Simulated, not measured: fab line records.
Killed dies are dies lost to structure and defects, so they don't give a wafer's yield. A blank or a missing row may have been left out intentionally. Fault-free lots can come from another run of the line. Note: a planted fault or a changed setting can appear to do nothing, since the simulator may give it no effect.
Lot-split experiment || flow n5-finfet || 39 wafers read from 7 lots, route of 1938 steps

THE SPLIT ITSELF
At N5_BEOL_M11_ETCH_66 (etches SOC in N2/H2, target depth 120 nm, overetch 24 nm, time 180 s), the setting time-s was moved away from the recipe's 180 s on 12 of the 39 wafers read, by -39.4% to +57.9%. This setting was run at the recipe's value on the other wafers.

The reading comes from the split's own step.

THE READING
SiARC_of_BEOL_M11_COAT_64.thk-nm (the simulator's own value, which no gauge read), in nm, at N5_BEOL_M11_ETCH_66 (etches SOC in N2/H2, target depth 120 nm, overetch 24 nm, time 180 s). There is no usual value for it anywhere in the file. Across the 27 wafers here that went through the recipe, the average is 22.8 nm and the standard deviation 0.28 nm.

{"wafer": "L074.2", "tool, chamber at the split": "rie-diel-04, 0", "time-s as run, s": 180, "against the recipe": "recipe", "SiARC_of_BEOL_M11_COAT_64.thk-nm, nm": 23, "against lot-mates on the recipe": "-"}
{"wafer": "L074.4", "tool, chamber at the split": "rie-diel-04, 3", "time-s as run, s": 180, "against the recipe": "recipe", "SiARC_of_BEOL_M11_COAT_64.thk-nm, nm": 22.8, "against lot-mates on the recipe": "-"}
{"wafer": "L074.6", "tool, chamber at the split": "rie-diel-04, 3", "time-s as run, s": 180, "against the recipe": "recipe", "SiARC_of_BEOL_M11_COAT_64.thk-nm, nm": 22.8, "against lot-mates on the recipe": "-"}
{"wafer": "L077.1", "tool, chamber at the split": "rie-diel-05, 2", "time-s as run, s": 180, "against the recipe": "recipe", "SiARC_of_BEOL_M11_COAT_64.thk-nm, nm": 23, "against lot-mates on the recipe": "-"}
{"wafer": "L077.2", "tool, chamber at the split": "rie-diel-05, 1,0,1", "time-s as run, s": 284.2, "against the recipe": "+57.9%", "SiARC_of_BEOL_M11_COAT_64.thk-nm, nm": 18.6, "against lot-mates on the recipe": -4.4}
{"wafer": "L077.4", "tool, chamber at the split": "rie-diel-05, 1,0,1", "time-s as run, s": 284.2, "against the recipe": "+57.9%", "SiARC_of_BEOL_M11_COAT_64.thk-nm, nm": 18.6, "against lot-mates on the recipe": -4.4}
{"wafer": "L077.6", "tool, chamber at the split": "rie-diel-05, 1,0,1", "time-s as run, s": 284.2, "against the recipe": "+57.9%", "SiARC_of_BEOL_M11_COAT_64.thk-nm, nm": 18.6, "against lot-mates on the recipe": -4.4}
{"wafer": "L077.3", "tool, chamber at the split": "rie-diel-05, 3", "time-s as run, s": 180, "against the recipe": "recipe", "SiARC_of_BEOL_M11_COAT_64.thk-nm, nm": 23.2, "against lot-mates on the recipe": "-"}
{"wafer": "L077.5", "tool, chamber at the split": "rie-diel-05, 0", "time-s as run, s": 180, "against the recipe": "recipe", "SiARC_of_BEOL_M11_COAT_64.thk-nm, nm": 22.8, "against lot-mates on the recipe": "-"}
{"wafer": "L081.1", "tool, chamber at the split": "rie-diel-04, 2", "time-s as run, s": 180, "against the recipe": "recipe", "SiARC_of_BEOL_M11_COAT_64.thk-nm, nm": 22.6, "against lot-mates on the recipe": "-"}
{"wafer": "L081.2", "tool, chamber at the split": "rie-diel-04, 0", "time-s as run, s": 180, "against the recipe": "recipe", "SiARC_of_BEOL_M11_COAT_64.thk-nm, nm": 23, "against lot-mates on the recipe": "-"}
{"wafer": "L081.4", "tool, chamber at the split": "rie-diel-04, 0", "time-s as run, s": 180, "against the recipe": "recipe", "SiARC_of_BEOL_M11_COAT_64.thk-nm, nm": 23, "against lot-mates on the recipe": "-"}
{"wafer": "L081.6", "tool, chamber at the split": "rie-diel-04, 0", "time-s as run, s": 180, "against the recipe": "recipe", "SiARC_of_BEOL_M11_COAT_64.thk-nm, nm": 23, "against lot-mates on the recipe": "-"}
{"wafer": "L081.3", "tool, chamber at the split": "rie-diel-04, 2", "time-s as run, s": 180, "against the recipe": "recipe", "SiARC_of_BEOL_M11_COAT_64.thk-nm, nm": 22.4, "against lot-mates on the recipe": "-"}
{"wafer": "L081.5", "tool, chamber at the split": "rie-diel-04, 2", "time-s as run, s": 180, "against the recipe": "recipe", "SiARC_of_BEOL_M11_COAT_64.thk-nm, nm": 22.4, "against lot-mates on the recipe": "-"}
{"wafer": "L085.1", "tool, chamber at the split": "rie-diel-04, 1", "time-s as run, s": 145.8, "against the recipe": "-19.0%", "SiARC_of_BEOL_M11_COAT_64.thk-nm, nm": 23.6, "against lot-mates on the recipe": "+1.1"}
{"wafer": "L085.2", "tool, chamber at the split": "rie-diel-04, 3", "time-s as run, s": 145.8, "against the recipe": "-19.0%", "SiARC_of_BEOL_M11_COAT_64.thk-nm, nm": 24.2, "against lot-mates on the recipe": "+1.7"}
{"wafer": "L085.3", "tool, chamber at the split": "rie-diel-04, 0", "time-s as run, s": 180, "against the recipe": "recipe", "SiARC_of_BEOL_M11_COAT_64.thk-nm, nm": 23, "against lot-mates on the recipe": "-"}
{"wafer": "L085.4", "tool, chamber at the split": "rie-diel-04, 2", "time-s as run, s": 145.8, "against the recipe": "-19.0%", "SiARC_of_BEOL_M11_COAT_64.thk-nm, nm": 23.8, "against lot-mates on the recipe": "+1.3"}
{"wafer": "L085.5", "tool, chamber at the split": "rie-diel-04, 1", "time-s as run, s": 180, "against the recipe": "recipe", "SiARC_of_BEOL_M11_COAT_64.thk-nm, nm": 22, "against lot-mates on the recipe": "-"}
{"wafer": "L085.6", "tool, chamber at the split": "rie-diel-04, 2", "time-s as run, s": 180, "against the recipe": "recipe", "SiARC_of_BEOL_M11_COAT_64.thk-nm, nm": 22.4, "against lot-mates on the recipe": "-"}
{"wafer": "L089.1", "tool, chamber at the split": "rie-diel-05, 1,0,1,0", "time-s as run, s": 180, "against the recipe": "recipe", "SiARC_of_BEOL_M11_COAT_64.thk-nm, nm": 22.8, "against lot-mates on the recipe": "-"}
{"wafer": "L089.3", "tool, chamber at the split": "rie-diel-05, 1,0,1,0", "time-s as run, s": 180, "against the recipe": "recipe", "SiARC_of_BEOL_M11_COAT_64.thk-nm, nm": 22.8, "against lot-mates on the recipe": "-"}
{"wafer": "L089.4", "tool, chamber at the split": "rie-diel-05, 1,0,1,0", "time-s as run, s": 180, "against the recipe": "recipe", "SiARC_of_BEOL_M11_COAT_64.thk-nm, nm": 22.8, "against lot-mates on the recipe": "-"}
{"wafer": "L089.5", "tool, chamber at the split": "rie-diel-05, 1,0,1,0", "time-s as run, s": 180, "against the recipe": "recipe", "SiARC_of_BEOL_M11_COAT_64.thk-nm, nm": 22.8, "against lot-mates on the recipe": "-"}
{"wafer": "L089.2", "tool, chamber at the split": "rie-diel-05, 3", "time-s as run, s": 180, "against the recipe": "recipe", "SiARC_of_BEOL_M11_COAT_64.thk-nm, nm": 23.2, "against lot-mates on the recipe": "-"}
{"wafer": "L089.6", "tool, chamber at the split": "rie-diel-05, 3", "time-s as run, s": 180, "against the recipe": "recipe", "SiARC_of_BEOL_M11_COAT_64.thk-nm, nm": 23.2, "against lot-mates on the recipe": "-"}
{"wafer": "L093.1", "tool, chamber at the split": "rie-diel-01, 2,0", "time-s as run, s": 180, "against the recipe": "recipe", "SiARC_of_BEOL_M11_COAT_64.thk-nm, nm": 23, "against lot-mates on the recipe": "-"}
{"wafer": "L093.3", "tool, chamber at the split": "rie-diel-01, 2,0", "time-s as run, s": 180, "against the recipe": "recipe", "SiARC_of_BEOL_M11_COAT_64.thk-nm, nm": 23, "against lot-mates on the recipe": "-"}
{"wafer": "L093.2", "tool, chamber at the split": "rie-diel-01, 3,2", "time-s as run, s": 109.1, "against the recipe": "-39.4%", "SiARC_of_BEOL_M11_COAT_64.thk-nm, nm": 25.8, "against lot-mates on the recipe": "+2.9"}
{"wafer": "L093.5", "tool, chamber at the split": "rie-diel-01, 3,2", "time-s as run, s": 109.1, "against the recipe": "-39.4%", "SiARC_of_BEOL_M11_COAT_64.thk-nm, nm": 25.8, "against lot-mates on the recipe": "+2.9"}
{"wafer": "L093.4", "tool, chamber at the split": "rie-diel-01, 1", "time-s as run, s": 109.1, "against the recipe": "-39.4%", "SiARC_of_BEOL_M11_COAT_64.thk-nm, nm": 25.6, "against lot-mates on the recipe": "+2.7"}
{"wafer": "L093.6", "tool, chamber at the split": "rie-diel-01, 1", "time-s as run, s": 180, "against the recipe": "recipe", "SiARC_of_BEOL_M11_COAT_64.thk-nm, nm": 22.8, "against lot-mates on the recipe": "-"}
{"wafer": "L096.1", "tool, chamber at the split": "rie-diel-01, 2,3,3", "time-s as run, s": 180, "against the recipe": "recipe", "SiARC_of_BEOL_M11_COAT_64.thk-nm, nm": 22.6, "against lot-mates on the recipe": "-"}
{"wafer": "L096.2", "tool, chamber at the split": "rie-diel-01, 2,3,3", "time-s as run, s": 180, "against the recipe": "recipe", "SiARC_of_BEOL_M11_COAT_64.thk-nm, nm": 22.6, "against lot-mates on the recipe": "-"}
{"wafer": "L096.6", "tool, chamber at the split": "rie-diel-01, 2,3,3", "time-s as run, s": 180, "against the recipe": "recipe", "SiARC_of_BEOL_M11_COAT_64.thk-nm, nm": 22.6, "against lot-mates on the recipe": "-"}
{"wafer": "L096.3", "tool, chamber at the split": "rie-diel-01, 1", "time-s as run, s": 247.7, "against the recipe": "+37.6%", "SiARC_of_BEOL_M11_COAT_64.thk-nm, nm": 20, "against lot-mates on the recipe": -2.6}
{"wafer": "L096.4", "tool, chamber at the split": "rie-diel-01, 0", "time-s as run, s": 247.7, "against the recipe": "+37.6%", "SiARC_of_BEOL_M11_COAT_64.thk-nm, nm": 20.2, "against lot-mates on the recipe": -2.4}
{"wafer": "L096.5", "tool, chamber at the split": "rie-diel-01, 0", "time-s as run, s": 247.7, "against the recipe": "+37.6%", "SiARC_of_BEOL_M11_COAT_64.thk-nm, nm": 20.2, "against lot-mates on the recipe": -2.4}
When a row names more than one chamber, that row covers several wafers, and the file does not tell which wafer ran in which chamber.

THE FIT
A straight line over all 39 wafers: SiARC_of_BEOL_M11_COAT_64.thk-nm changes by -0.0717 nm for each +1% of time-s; r = -0.99; the points scatter about the line by 0.27 nm.
The same after taking each lot's own level away (the mean of its wafers on the recipe; 39 wafers): -0.0725 nm for each +1%; r = -0.99; scatter 0.23 nm.
On that fit, the largest move of time-s shifts the reading by 4.2 nm.
From 22.47 to 23.00 nm: that is the span of the lots' own levels, equal to 1.9 times the standard deviation above.
The two slopes agree, so the slope changes little with the lot-to-lot level.
Check: -4.15 nm against its lot-mates is what the line predicts for one of the wafers moved furthest among these (+57.9%) when that wafer is left out of the fit. Against them it came out at -4.4 nm.

THESE WAFERS: OTHER SPLITS
Before the reading, these wafers also passed through other splits. Each is held against what the fit with the lots' levels taken away leaves over:
{"other split on the same wafers": "N5_BEOL_M8_ILD_DEP_00 target-thk-a", "wafers away from the commonest value": 15, "r with SiARC_of_BEOL_M11_COAT_64.thk-nm (lot level and that fit taken away)": -0.09}
{"other split on the same wafers": "N5_BEOL_M10_ILD_DEP_00 time-s", "wafers away from the commonest value": 12, "r with SiARC_of_BEOL_M11_COAT_64.thk-nm (lot level and that fit taken away)": "+0.02"}

FILE'S OWN FIT
SiARC_of_BEOL_M11_COAT_64.thk-nm changes by -0.0725 nm for each +1% of time-s, r = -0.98.
